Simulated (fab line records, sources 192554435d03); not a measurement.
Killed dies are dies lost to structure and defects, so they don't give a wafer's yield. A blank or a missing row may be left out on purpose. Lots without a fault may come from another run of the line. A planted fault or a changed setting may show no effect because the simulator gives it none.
One fault seen from 2 desks | flow n5_finfet | each desk has only its own numbers; what lay behind them comes last

THE METROLOGY DESK
What the gauges read, lot by lot, whatever tool the lot ran on: means of the sampled wafers that have a number. A lot is out of limits, marked OUT, if its mean lies more than 4 standard deviations from the usual mean; the brackets give that distance.
Columns: A = M8_RS at N5_BEOL_M8_RS_MEAS_57, usual 0.287 ohm/sq
lot  | first seen here | A
L216 | day 9 14:00     | 0.286
L217 | day 10 05:48    | 0.295
L220 | day 10 08:14    | 0.281
L218 | day 10 12:16    | 0.286
L222 | day 11 05:26    | 0.284
L224 | day 11 12:25    | 0.283
L226 | day 11 21:29    | 0.296
L225 | day 12 11:13    | 0.277
L227 | day 12 20:17    | 0.289
L232 | day 13 20:37    | 0.292
L239 | day 15 08:40    | 0.281
L238 | day 15 13:37    | 0.287
This desk's finding: nothing out of limits on any of the 12 lots.

THE TOOL OWNER'S DESK: pvd_sputter-02
The tool's own readings at N5_BEOL_M8_SPUTTER_48 (material Cu, target thk 10 nm, time 1.667 s): means of the sampled wafers that have a number, for each lot that ran on this tool. A lot is out of limits, marked OUT, if its mean lies more than 4 standard deviations from the usual mean; the brackets give that distance.
Columns: A = cathode_dc_power_W at N5_BEOL_M8_SPUTTER_48, usual 26000 W; B = throttle_valve_pct at N5_BEOL_M8_SPUTTER_48, usual 29.8 %
lot  | first seen here | A                       | B
L216 | day 9 12:39     | 26004                   | 29.3
L220 | day 10 07:12    | 25997                   | 29.0
L226 | day 11 20:32    | 25999                   | 29.4
L232 | day 13 19:23    | 25998                   | 29.2
L239 | day 15 07:44    | 25272 (-99 or more) OUT | 28.8
L238 | day 15 12:18    | 24537 (-99 or more) OUT | 28.5
This desk's finding: out of limits on L238, L239; first on L239, day 15 07:44 (cathode_dc_power_W at N5_BEOL_M8_SPUTTER_48). In limits: L216, L220, L226, L232.

PUT TOGETHER
The tool owner's desk could have raised an alarm at day 15 07:44, on L238, L239.
The metrology desk saw nothing out of limits.
The metrology desk has L238, L239 on record, within its limits.
Of the lots named, all ran N5_BEOL_M8_SPUTTER_48 on pvd_sputter-02.

WHAT THE SIMULATOR HAD PUT IN
Process parameter drift: pvd_sputter-02, from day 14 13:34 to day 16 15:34, at N5_BEOL_M8_SPUTTER_48. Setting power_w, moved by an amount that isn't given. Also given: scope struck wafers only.
Lots struck among those shown: L238, L239.
Hours from the fault's start to each desk's first reading out of limits: the tool owner's desk, 18.
